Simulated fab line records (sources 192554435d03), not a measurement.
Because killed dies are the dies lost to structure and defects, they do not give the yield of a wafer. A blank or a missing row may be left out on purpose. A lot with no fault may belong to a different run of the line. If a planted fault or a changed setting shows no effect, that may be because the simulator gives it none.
Matching of chambers | flow n5-finfet | 4 sister chambers for N5_DUMMY_GATE_DESCUM_20 on rie-diel-01
The step chemistry O2, time 6.2 s. 8 wafers are shown with their chamber, then 10 later ones without.

EACH WAFER AND ITS CHAMBER
wafer  | chamber | throttle-valve-pct (%) | showerhead-plenum-p-Torr (Torr)
L081.6 | 0       | 20.01                  | 2.14
L086.4 | 1       | 20.81                  | 2.08
L086.5 | 1       | 20.81                  | 2.08
L086.6 | 0       | 20.03                  | 2.13
L089.5 | 3       | 20.47                  | 2.07
L089.6 | 2       | 19.89                  | 2.05
L091.2 | 2       | 19.89                  | 2.04
L091.3 | 3       | 20.50                  | 2.07

WAFERS WITH NO CHAMBER GIVEN
wafer  | throttle-valve-pct (%) | showerhead-plenum-p-Torr (Torr)
L091.6 | 20.82                  | 2.08
L094.1 | 19.90                  | 2.04
L094.2 | 20.84                  | 2.07
L094.6 | 20.83                  | 2.07
L095.2 | 20.84                  | 2.07
L095.3 | 20.06                  | 2.12
L095.5 | 20.51                  | 2.06
L096.1 | 19.91                  | 2.04
L096.2 | 20.50                  | 2.06
L096.4 | 20.05                  | 2.12

THE CHAMBER EACH PASSED THROUGH
wafer  | from the rows above | in truth
L091.6 | 1                   | 1
L094.1 | 2                   | 2
L094.2 | 1                   | 1
L094.6 | 1                   | 1
L095.2 | 1                   | 1
L095.3 | 0                   | 0
L095.5 | 3                   | 3
L096.1 | 2                   | 2
L096.2 | 3                   | 3
L096.4 | 0                   | 0
10 of 10 placed correctly. From these rows, 0 cannot be placed. Wrongly placed: 0.
How it was worked out, from the rows above alone: a wafer's distance from a chamber is the root of the sum, over the readings, of the square of ((its reading less the chamber's mean) divided by the reading's scatter). If the next closest chamber is less than 2 further off than the closest, the wafer can't be placed; otherwise it belongs to the closest. Each chamber's mean is taken over the wafers shown for it. The scatter: take each reading less its chamber's mean, square it, sum over the shown wafers, divide by the number of wafers less the number of chambers, and take the root.
